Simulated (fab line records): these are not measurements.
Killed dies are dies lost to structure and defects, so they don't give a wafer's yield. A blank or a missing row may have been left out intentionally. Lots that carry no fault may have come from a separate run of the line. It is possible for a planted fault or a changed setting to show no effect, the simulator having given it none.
A lot that was struck, set against a sound lot + flow nand-harc + 19 out of 1302 route steps
Sound: wafers L841.1, L841.2, L841.5. Wafers struck: L836.1, L836.3, L836.4. At the end, the cause is stated.
For every step that has rows: the tool of each side, followed by ch and its chambers, followed by its first start. Under that, the readings that differ: sound wafers + struck wafers + difference of the means + sigmas: that difference in standard deviations of wafers without a fault.
alike: a reading whose means differ by less than 2 such deviations, as well as words and numbers matching on both sides. not compared: withheld readings; readings where some wafer has no value; bounds like >300 that might hide an equal value; numbers whose values overlap and for which the record gives no deviation.
The two part at a step that has a row with sigmas, a row that says differs or no value, or rows on one side only. Non-overlapping numbers with no deviation appear without sigmas and do not part them. Lack of a reading on every wafer of one side parts them only where that side has two or more wafers.

NHARC_A_CONTACT_ETCH_106: etches the open film in CF4/O2, target depth 90 nm, overetch 9 nm, time 49.5 s.
  sound on rie-diel-08 ch 1,2, day 28 23:11; struck on rie-diel-08 ch 0,1,3, day 26 12:35
  alike: drypump-motor-current-A, oes_f_703_au, oes-product-au, rf-vpp-V, showerhead-plenum-p-Torr, throttle-valve-pct
  not compared: rf-hours-counter-h
NHARC_A_CONTACT_STRIP_82: strips in O2.
  sound: rie-diel-08 ch 1,2,3; struck: rie-diel-08 ch 0,1,3
  alike: drypump-motor-current-A, oes-product-au, rf-vpp-V, showerhead-plenum-p-Torr, throttle-valve-pct
  not compared: rf-hours-counter-h
then, 1 step without rows for these wafers: NHARC_A_CONTACT_STRIP_83 (strips in post etch residue remover, time 600 s).
NHARC_A_CONTACT_DEP_84: deposits aC, target thk 2800 nm.
  sound on acl-dep-02 ch 0, day 29 05:00; struck on acl-dep-01 ch 0, day 26 15:11
  alike: throttle-valve-pct
NHARC_A_CONTACT_DEP_85: deposits SiON, target thk 60 nm.
  sound on pecvd-02 ch 0,1,2, day 29 06:48; struck on pecvd-03 ch 0,1,2, day 26 16:57
  alike: heater-power-w
then, 7 steps without rows for these wafers: NHARC_A_CONTACT_DEHYDRATE_00 (time 120 s); NHARC_A_CONTACT_HMDS_01 (time 30 s); NHARC_A_CONTACT_COAT_86 (time 75 s); NHARC_A_CONTACT_COAT_87 (time 65 s); NHARC_A_CONTACT_COAT_02 (resist thk 90 nm); NHARC_A_CONTACT_SOFTBAKE_03 (time 55 s); NHARC_A_CONTACT_EBR_04.
NHARC_A_CONTACT_EXPOSE_05: exposes mask A CC.
  sound on arfi-scanner-02 ch 0, day 29 07:21; struck on arfi-scanner-01 ch 0, day 26 17:22
| reading                           | sound                   | struck            | difference | sigmas |
|-----------------------------------|-------------------------|-------------------|------------|--------|
| model.A_CONTACT.overlay-x-nm (nm) | -0.9387 -0.9387 -0.9387 | 7.705 7.705 7.705 | +8.644     |        |
  alike: mask, stage-vel-mm-s
then, 2 steps without rows for these wafers: NHARC_A_CONTACT_PEB_06 (peb time 65 s); NHARC_A_CONTACT_DEVELOP_07 (develop time 35 s).
NHARC_A_CONTACT_CD_MEAS_08: target cd 200 nm.
  sound on cd-sem-01 ch 0, day 29 07:29; struck on cd-sem-02 ch 0, day 26 17:31
  alike: cd-nm
NHARC_A_CONTACT_OVL_MEAS_09:
  struck on overlay-01, day 26 17:46; sound on overlay-02, day 29 07:35
| reading           | sound          | struck      | difference | sigmas |
|-------------------|----------------|-------------|------------|--------|
| overlay-x-nm (nm) | -1.2 -1.0 -0.8 | 7.8 7.7 8.1 | +8.9       | +10    |
  alike: overlay-y-nm
  not compared: hold
NHARC_A_CONTACT_INSPECT_10:
  struck on defect-inspect-01, day 26 22:45; sound on defect-inspect-02, day 29 07:37
| reading | sound | struck                                                                     | difference                   | sigmas |
|---------|-------|----------------------------------------------------------------------------|------------------------------|--------|
| hold    | - - - | await-dispo/4.9h/release await-dispo/4.9h/release await-dispo/4.9h/release | no value on the sound wafers |        |
  alike: raw-defect-count
-- jump in the record: it breaks off in module A_CONTACT and resumes in module END (first step shown: number 1302 of the route), and 3 days separate the struck wafers' starts before and after --
NHARC_END_SORT_01:
  at this point the record logs the struck wafers (prober-01 ch 0, day 29 20:41) and has no rows for the sound ones

== WHERE THEY PART ==
First at NHARC_A_CONTACT_OVL_MEAS_09; last, within this record, at NHARC_END_SORT_01.

WHY: what had been put in by the simulator
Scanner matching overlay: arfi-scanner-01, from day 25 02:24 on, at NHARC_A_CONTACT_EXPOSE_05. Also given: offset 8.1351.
